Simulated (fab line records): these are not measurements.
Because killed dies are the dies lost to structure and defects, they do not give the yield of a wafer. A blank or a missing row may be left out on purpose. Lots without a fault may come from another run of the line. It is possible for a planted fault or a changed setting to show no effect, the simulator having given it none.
Split-lot study	flow n5-finfet	39 wafers read from 7 lots, route of 1938 steps

== ON THE SPLIT ==
At N5_BEOL_M2_DESCUM_16 (chemistry O2, time 7 s), the setting time-s was moved away from the recipe's 7 s on 18 of the 39 wafers read, by -55.7% to +52.4%. For the rest of the wafers, this setting stayed at what the recipe calls for.

== FROM THE SPLIT TO THE READING: what the file shows between them, 2 steps ==
- N5_BEOL_M2_ETCH_74: etches underlayer in N2/H2, target depth 6.5 nm, time 5.2 s
- N5_BEOL_M2_ETCH_63: etches SiARC in CF4, target depth 15.6 nm, time 26 s

== THE READING ==
BEOL_M2.cd-offset-nm (the simulator's own value, which no gauge read), in nm, at N5_BEOL_M2_ETCH_64 (etches SOC in N2/H2, target depth 75 nm, overetch 22.5 nm, time 121.9 s). No usual value for it is given in the file. Here, 21 wafers ran the recipe; their average is 0.0 nm with a standard deviation of 0.16 nm.

wafer	tool, chamber at the split	time-s as run, s	against the recipe	BEOL_M2.cd-offset-nm, nm	against lot-mates on the recipe
L076.1	rie-diel-04, 0,1,0	3.161	-54.8%	-0.2	-0.3
L076.6	rie-diel-04, 0,1,0	3.161	-54.8%	-0.2	-0.3
L076.2	rie-diel-04, 2,1	7	recipe	0	-
L076.5	rie-diel-04, 2,1	7	recipe	0	-
L076.3	rie-diel-04, 0,1,0	3.161	-54.8%	-0.4	-0.5
L076.4	rie-diel-04, 3	7	recipe	0.2	-
L079.1	rie-diel-04, 1,3,2	7	recipe	-0.2	-
L079.2	rie-diel-04, 1,3,2	7	recipe	-0.2	-
L079.5	rie-diel-04, 1,3,2	7	recipe	-0.2	-
L079.3	rie-diel-04, 0,2,3	3.477	-50.3%	-0.6	-0.4
L079.4	rie-diel-04, 0,2,3	3.477	-50.3%	-0.6	-0.4
L079.6	rie-diel-04, 0,2,3	3.477	-50.3%	-0.8	-0.6
L080.1	rie-diel-04, 0,1,0	7	recipe	0.2	-
L080.5	rie-diel-04, 0,1,0	7	recipe	0.2	-
L080.2	rie-diel-04, 0,1,0	7	recipe	0	-
L080.3	rie-diel-04, 2	8.434	+20.5%	0.4	+0.3
L080.4	rie-diel-04, 3	8.434	+20.5%	0	-0.1
L080.6	rie-diel-04, 3	8.434	+20.5%	0.2	+0.1
L083.1	rie-diel-05, 3,0,2	10.67	+52.4%	0.4	+0.4
L083.6	rie-diel-05, 3,0,2	10.67	+52.4%	0.4	+0.4
L083.2	rie-diel-05, 2,1,1	7	recipe	0	-
L083.3	rie-diel-05, 2,1,1	7	recipe	0	-
L083.5	rie-diel-05, 2,1,1	7	recipe	0	-
L083.4	rie-diel-05, 3,0,2	10.67	+52.4%	0.6	+0.6
L085.3	rie-diel-04, 0,2	7	recipe	0	-
L085.4	rie-diel-04, 0,2	7	recipe	0	-
L085.5	rie-diel-04, 2	7	recipe	-0.4	-
L090.1	rie-diel-04, 1,0,3	7	recipe	-0.2	-
L090.2	rie-diel-04, 2,3,0	3.433	-51.0%	-0.6	-0.6
L090.3	rie-diel-04, 2,3,0	3.433	-51.0%	-0.6	-0.6
L090.4	rie-diel-04, 1,0,3	7	recipe	0	-
L090.5	rie-diel-04, 2,3,0	3.433	-51.0%	-0.4	-0.4
L090.6	rie-diel-04, 1,0,3	7	recipe	0.2	-
L091.1	rie-diel-06, 2,1,0	3.103	-55.7%	-0.4	-0.5
L091.4	rie-diel-06, 2,1,0	3.103	-55.7%	-0.4	-0.5
L091.2	rie-diel-06, 2,1,0	3.103	-55.7%	-0.6	-0.7
L091.3	rie-diel-06, 3,2	7	recipe	0.2	-
L091.5	rie-diel-06, 3,2	7	recipe	0.2	-
L091.6	rie-diel-06, 3	7	recipe	0	-
Rows listing several chambers each stand for several wafers; the file does not say which wafer went through which chamber.

THE FIT
A straight line over all 39 wafers: BEOL_M2.cd-offset-nm changes by +0.00901 nm for each +1% of time-s; r = +0.86; the points scatter about the line by 0.17 nm.
The same after taking each lot's own level away (the mean of its wafers on the recipe; 39 wafers): +0.00876 nm for each +1%; r = +0.91; scatter 0.13 nm.
Per that fit: largest time-s move, reading shift of 0.49 nm.
Across the lots, their own levels run from -0.20 to 0.13 nm, a range of 2.0 times the standard deviation given above.
The two slopes are in agreement: the lot-to-lot level therefore moves the slope only a little.
Check: with one of the wafers moved furthest among these (-55.7%) left out of the fit, the line predicts -0.499 nm for it against its lot-mates. Against them it came out at -0.533 nm.

== FURTHER SPLITS ON THESE WAFERS ==
These wafers also went through other splits before the reading. Each is held against what the fit with the lots' levels taken away leaves over:
other split on the same wafers	wafers away from the commonest value	r with BEOL_M2.cd-offset-nm (lot level and that fit taken away)
N5_DUMMY_GATE_ALD_02 target-thk-a	9	+0.26
N5_SD_EPI_P_EPI_21 time-s	12	-0.11
N5_BEOL_M0_CUTY_DESCUM_61 time-s	12	+0.08

== THE WHOLE CHAIN: every reading that the file lists as answering this split, in the file's order ==
step	what it does	reading	change (the file's fit)	r (the file's)
N5_BEOL_M2_DESCUM_16	chemistry O2, time 7 s	CAR-EUV_of_BEOL_M2_COAT_05.thk-nm (the simulator's own value, which no gauge read)	-0.0348 nm for each +1% of the setting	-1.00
N5_BEOL_M2_ETCH_74	etches underlayer in N2/H2, target depth 6.5 nm, time 5.2 s	BEOL_M2.cd-offset-nm (the simulator's own value, which no gauge read)	+0.00879 nm for each +1% of the setting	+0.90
N5_BEOL_M2_ETCH_63	etches SiARC in CF4, target depth 15.6 nm, time 26 s	BEOL_M2.cd-offset-nm (the simulator's own value, which no gauge read)	+0.00952 nm for each +1% of the setting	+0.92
N5_BEOL_M2_ETCH_64	etches SOC in N2/H2, target depth 75 nm, overetch 22.5 nm, time 121.9 s	BEOL_M2.cd-offset-nm (the simulator's own value, which no gauge read)	+0.0089 nm for each +1% of the setting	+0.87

== FILE'S OWN FIT ==
BEOL_M2.cd-offset-nm changes by +0.0089 nm for each +1% of time-s, r = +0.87.
